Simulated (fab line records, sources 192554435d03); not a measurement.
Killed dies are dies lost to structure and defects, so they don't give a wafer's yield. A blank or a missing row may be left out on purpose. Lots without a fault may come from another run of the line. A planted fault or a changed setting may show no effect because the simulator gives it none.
Split-lot experiment | flow n5_finfet | 7 lots, 21 wafers read, on a route of 1938 steps

THE SPLIT
At N5_BEOL_M12_ETCH_68 (etches SOC in N2/H2, time 285 s), the setting time_s was moved away from the recipe's 285 s on 6 of the 21 wafers read, by -14.5% to +21.4%. The other wafers ran this setting at the recipe's value.

The reading is taken at the split's own step.

THE READING
SiARC_of_BEOL_M12_COAT_66.thk_nm (the simulator's own value, which no gauge read), in nm, at N5_BEOL_M12_ETCH_68 (etches SOC in N2/H2, time 285 s). The file gives no usual value for it. The 15 wafers here that ran the recipe average 86.0 nm, standard deviation 0.45 nm.

wafer  | tool, chamber at the split | time_s as run, s | against the recipe | SiARC_of_BEOL_M12_COAT_66.thk_nm, nm | against lot-mates on the recipe
L080.2 | rie_diel-01, 1             | 343.3            | +20.5%             | 80.8                                 | -5.2
L080.3 | rie_diel-01, 3             | 343.3            | +20.5%             | 81.4                                 | -4.6
L080.6 | rie_diel-01, 0             | 285              | recipe             | 86                                   | -
L074.2 | rie_diel-03, 2             | 285              | recipe             | 86.8                                 | -
L074.4 | rie_diel-03, 0             | 285              | recipe             | 86.6                                 | -
L074.5 | rie_diel-03, 3             | 285              | recipe             | 86                                   | -
L084.1 | rie_diel-03, 2             | 243.8            | -14.5%             | 90                                   | +3.8
L084.2 | rie_diel-03, 0             | 285              | recipe             | 86.2                                 | -
L084.3 | rie_diel-03, 3             | 243.8            | -14.5%             | 89.4                                 | +3.2
L083.2 | rie_diel-05, 1             | 285              | recipe             | 85.6                                 | -
L083.5 | rie_diel-05, 1             | 285              | recipe             | 86                                   | -
L083.6 | rie_diel-05, 0             | 285              | recipe             | 85.8                                 | -
L087.2 | rie_diel-01, 3             | 346.1            | +21.4%             | 80.6                                 | -5.3
L087.4 | rie_diel-01, 1             | 285              | recipe             | 85.8                                 | -
L087.5 | rie_diel-01, 1             | 285              | recipe             | 86                                   | -
L092.2 | rie_diel-03, 2             | 285              | recipe             | 86                                   | -
L092.4 | rie_diel-03, 3             | 285              | recipe             | 84.8                                 | -
L092.6 | rie_diel-03, 2             | 285              | recipe             | 85.6                                 | -
L094.1 | rie_diel-03, 0             | 285              | recipe             | 86.4                                 | -
L094.4 | rie_diel-03, 3             | 285              | recipe             | 85.8                                 | -
L094.5 | rie_diel-03, 0             | 253.6            | -11.0%             | 88.8                                 | +2.7

THE FIT
A straight line over all 21 wafers: SiARC_of_BEOL_M12_COAT_66.thk_nm changes by -0.247 nm for each +1% of time_s; r = -0.98; the points scatter about the line by 0.43 nm.
The same after taking each lot's own level away (the mean of its wafers on the recipe; 21 wafers): -0.242 nm for each +1%; r = -0.99; scatter 0.3 nm.
On that fit, the largest move of time_s shifts the reading by 5.2 nm.
The lots' own levels span 85.47 to 86.47 nm, that is 2.2 times the standard deviation above.
So the lot-to-lot level changes the slope little: the two slopes agree.
Check: with one of the wafers moved furthest among these (+21.4%) left out of the fit, the line predicts -5.16 nm for it against its lot-mates. It came out at -5.3 nm against them.

OTHER SPLITS ON THESE WAFERS
These wafers also went through other splits before the reading. Each is held against what the fit with the lots' levels taken away leaves over:
other split on the same wafers  | wafers away from the commonest value | r with SiARC_of_BEOL_M12_COAT_66.thk_nm (lot level and that fit taken away)
N5_BEOL_M8_EXPOSE_25 dose_mj    | 9                                    | -0.28
N5_BEOL_M8_VIA_ETCH_34 source_w | 9                                    | -0.17
N5_BEOL_M9_ETCH_66 time_s       | 6                                    | -0.11
N5_BEOL_M11_COAT_22 spin_rpm    | 4                                    | +0.09

THE FILE'S OWN FIT
SiARC_of_BEOL_M12_COAT_66.thk_nm changes by -0.243 nm for each +1% of time_s, r = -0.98.
